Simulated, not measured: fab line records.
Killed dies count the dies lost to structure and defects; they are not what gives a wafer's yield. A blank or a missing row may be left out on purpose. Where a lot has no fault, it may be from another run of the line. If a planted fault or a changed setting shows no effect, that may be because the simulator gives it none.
The tool behind it: which one?    flow nandHarc    12 lots, 36 wafers sampled, at 5 steps of a route of 1302

WHAT EACH GAUGE READ, for each wafer
NHARC_END_SORT_01.
lot   measured      on         killedAtArray  killedAtOther  killedAtPeriphery  killedDies  killedOpen  killedShort
L569  day 33 09:56  prober-01  29 660 34      2 3 4          9 14 7             40 677 45   4 4 1       1 3 2
L570  day 33 04:23  prober-02  674 80 83      0 2 2          3 2 3              677 84 88   3 4 1       1 0 2

WHAT TOOL EACH LOT RAN ON (gives the tool, then ch and the chambers of the sampled wafers, and finally the start)
lot   NHARC_A_STAIRCASE_TRIM_187         NHARC_A_STAIRCASE_TRIM_198                    NHARC_A_STAIRCASE_ETCH_199         NHARC_A_STAIRCASE_STRIP_205
L551  rieDiel-02 ch 0,2,3, day 16 11:54  rieDiel-02 ch 0,3, day 16 13:46 or earlier    rieDiel-02 ch 0,3, day 16 13:46    plasmaAsher-02 ch 0,1, day 16 14:29
L550  rieDiel-02 ch 0,2, day 16 15:16    rieDiel-06 ch 2,3, day 16 16:55 or earlier    rieDiel-06 ch 0,1,3, day 16 16:55  plasmaAsher-01 ch 0, day 16 17:33
L555  rieDiel-06 ch 0,2,3, day 17 15:56  rieDiel-06 ch 0,1,2, day 17 18:07 or earlier  rieDiel-06 ch 0,1,2, day 17 18:07  plasmaAsher-02 ch 0,1, day 17 18:56
L554  rieDiel-03 ch 0,2, day 17 16:05    rieDiel-06 ch 1,2, day 17 18:34 or earlier    rieDiel-06 ch 0,1,3, day 17 18:34  plasmaAsher-02 ch 0,1, day 17 19:20
L553  rieDiel-03 ch 1,2,3, day 17 16:37  rieDiel-03 ch 0,1,3, day 17 19:05 or earlier  rieDiel-03 ch 0,1,2, day 17 19:05  plasmaAsher-01 ch 1, day 17 19:55
L556  rieDiel-06 ch 0,2,3, day 18 05:20  rieDiel-02 ch 0,1,2, day 18 07:28 or earlier  rieDiel-02 ch 0,2,3, day 18 07:28  plasmaAsher-01 ch 0,1, day 18 08:19
L558  rieDiel-03 ch 0,3, day 18 11:04    rieDiel-03 ch 1,2,3, day 18 12:30 or earlier  rieDiel-03 ch 0,1, day 18 12:30    plasmaAsher-02 ch 0,1, day 18 13:08
L559  rieDiel-02 ch 0,2,3, day 20 02:51  rieDiel-02 ch 0,1, day 20 04:17 or earlier    rieDiel-02 ch 0,1,2, day 20 04:17  plasmaAsher-01 ch 1, day 20 04:58
L569  rieDiel-02 ch 0,2, day 23 17:21    rieDiel-02 ch 0,2,3, day 23 18:48 or earlier  rieDiel-02 ch 0,1, day 23 18:48    plasmaAsher-01 ch 0,1, day 23 22:45
L570  rieDiel-03 ch 0,2,3, day 24 14:53  rieDiel-02 ch 1,2,3, day 24 17:15 or earlier  rieDiel-02 ch 0,1,3, day 24 17:15  plasmaAsher-02 ch 0,1, day 24 17:53
L572  rieDiel-06 ch 0,1,3, day 24 21:07  rieDiel-03 ch 0,1,2, day 24 23:18 or earlier  rieDiel-03 ch 1,2,3, day 24 23:18  plasmaAsher-02 ch 0,1, day 25 00:13
L573  rieDiel-02 ch 0,1, day 25 10:08    rieDiel-03 ch 0,1, day 25 11:43 or earlier    rieDiel-03 ch 0,2,3, day 25 11:43  plasmaAsher-01 ch 0,1, day 25 12:21
- NHARC_A_STAIRCASE_TRIM_187: chemistry O2, time 211.2 s.
- NHARC_A_STAIRCASE_TRIM_198: chemistry O2, time 211.2 s.
- NHARC_A_STAIRCASE_ETCH_199: etches the open film in C4F8/O2, target depth 100 nm, time 40.5 s.
- NHARC_A_STAIRCASE_STRIP_205: strips in O2.

WHAT THE TOOLS THEMSELVES READ (means of the sampled wafers that have a number; where no wafer has one, the mark that the record gives instead)
NHARC_A_STAIRCASE_TRIM_187.
lot   tool        drypumpMotorCurrentA (A)  oesProductAu (a.u.)  rfVppV (V)  showerheadPlenumPTorr (Torr)  throttleValvePct (%)
L551  rieDiel-02  5.64                      0.999                58.1        3.51                          17.036
L550  rieDiel-02  5.84                      0.993                57.1        3.54                          17.037
L555  rieDiel-06  5.46                      0.993                58.3        3.58                          17.039
L554  rieDiel-03  5.27                      1.011                56.7        3.39                          17.036
L553  rieDiel-03  5.64                      1.012                58.4        3.61                          17.033
L556  rieDiel-06  5.46                      0.988                57.8        3.58                          17.039
L558  rieDiel-03  5.48                      1.007                58.3        3.42                          17.033
L559  rieDiel-02  5.64                      1.005                57.1        3.49                          17.039
L569  rieDiel-02  5.82                      1.009                57.1        3.39                          17.040
L570  rieDiel-03  5.42                      0.997                58.0        3.60                          17.036
L572  rieDiel-06  5.42                      0.998                58.2        3.58                          17.039
L573  rieDiel-02  5.73                      0.987                57.6        3.80                          17.041

NHARC_A_STAIRCASE_TRIM_198.
lot   tool        drypumpMotorCurrentA (A)  oesProductAu (a.u.)  rfVppV (V)  showerheadPlenumPTorr (Torr)  throttleValvePct (%)
L551  rieDiel-02  5.6                       0.998                57.3        3.39                          17.047
L550  rieDiel-06  5.8                       0.989                57.4        3.53                          17.031
L555  rieDiel-06  5.2                       0.981                58.3        3.55                          17.040
L554  rieDiel-06  5.4                       0.994                58.5        3.43                          17.039
L553  rieDiel-03  5.6                       1.005                57.4        3.52                          17.042
L556  rieDiel-02  5.7                       1.006                57.8        3.59                          17.046
L558  rieDiel-03  5.7                       1.010                57.2        3.61                          17.031
L559  rieDiel-02  5.7                       0.994                57.7        3.63                          17.037
L569  rieDiel-02  5.6                       0.998                58.2        3.47                          17.042
L570  rieDiel-02  5.6                       0.998                57.5        3.64                          17.035
L572  rieDiel-03  5.5                       0.991                58.7        3.69                          17.035
L573  rieDiel-03  5.6                       0.994                57.8        3.76                          17.045

NHARC_A_STAIRCASE_ETCH_199.
lot   tool        oesProductAu (a.u.)  rfVppV (V)  runLengthS (s)
L551  rieDiel-02  0.937                890         61.6
L550  rieDiel-06  0.932                898         61.7
L555  rieDiel-06  0.922                896         61.8
L554  rieDiel-06  0.930                898         61.6
L553  rieDiel-03  0.946                896         61.8
L556  rieDiel-02  0.948                896         61.8
L558  rieDiel-03  0.944                893         61.9
L559  rieDiel-02  0.944                897         61.7
L569  rieDiel-02  0.939                899         57.0
L570  rieDiel-02  0.934                896         57.2
L572  rieDiel-03  0.941                899         61.6
L573  rieDiel-03  0.952                899         61.2

NHARC_A_STAIRCASE_STRIP_205.
lot   tool            drypumpMotorCurrentA (A)  heaterPowerW (W)
L551  plasmaAsher-02  5.0                       307
L550  plasmaAsher-01  5.1                       289
L555  plasmaAsher-02  4.9                       312
L554  plasmaAsher-02  5.0                       311
L553  plasmaAsher-01  6.1                       296
L556  plasmaAsher-01  5.7                       294
L558  plasmaAsher-02  4.8                       318
L559  plasmaAsher-01  6.1                       298
L569  plasmaAsher-01  5.8                       300
L570  plasmaAsher-02  4.9                       315
L572  plasmaAsher-02  5.0                       307
L573  plasmaAsher-01  5.8                       304

THE ANSWER, worked out from the rows above alone
Rule: the lots themselves supply what counts as usual. Put in order of their means at a reading, lots are off if they are a third of the lots or fewer, leave a main group of 4 or more, and stand apart from it by a gap of 3 or more times the standard deviation of the main group's means; of several such gaps the widest counts. Not used: any main group whose means are identical at the precision the tables above print for the reading. Also off: a lot with no number at a reading for which 4 or more lots have one. Where the step has rows for the other lots, those lots are counted as sound. The gauges are gone through in route order, then the tools' own readings, and for those a lot's mean is taken as printed above. At the first step where some lot is off, the reading lying furthest off is the one used; lots without a number count as furthest.
Off at NHARC_A_STAIRCASE_ETCH_199 (runLengthS): L569, L570. Main group: mean 61.7 s, sd 0.18.
A tool fits if, at that step or a process step before it, it ran every lot that is off, and no sound lot after the first of them. With no start given for some of its lots, NHARC_A_STAIRCASE_TRIM_198 uses the hours and lot order of NHARC_A_STAIRCASE_ETCH_199. One candidate fits, namely rieDiel-02 at NHARC_A_STAIRCASE_TRIM_198 and NHARC_A_STAIRCASE_ETCH_199. At NHARC_A_STAIRCASE_TRIM_198 its last sound lot is L559 (day 20 04:17), its first lot that is off L569 (day 23 18:48): a fault that began between those two fits.

WHAT HAD BEEN PUT IN BY THE SIMULATOR
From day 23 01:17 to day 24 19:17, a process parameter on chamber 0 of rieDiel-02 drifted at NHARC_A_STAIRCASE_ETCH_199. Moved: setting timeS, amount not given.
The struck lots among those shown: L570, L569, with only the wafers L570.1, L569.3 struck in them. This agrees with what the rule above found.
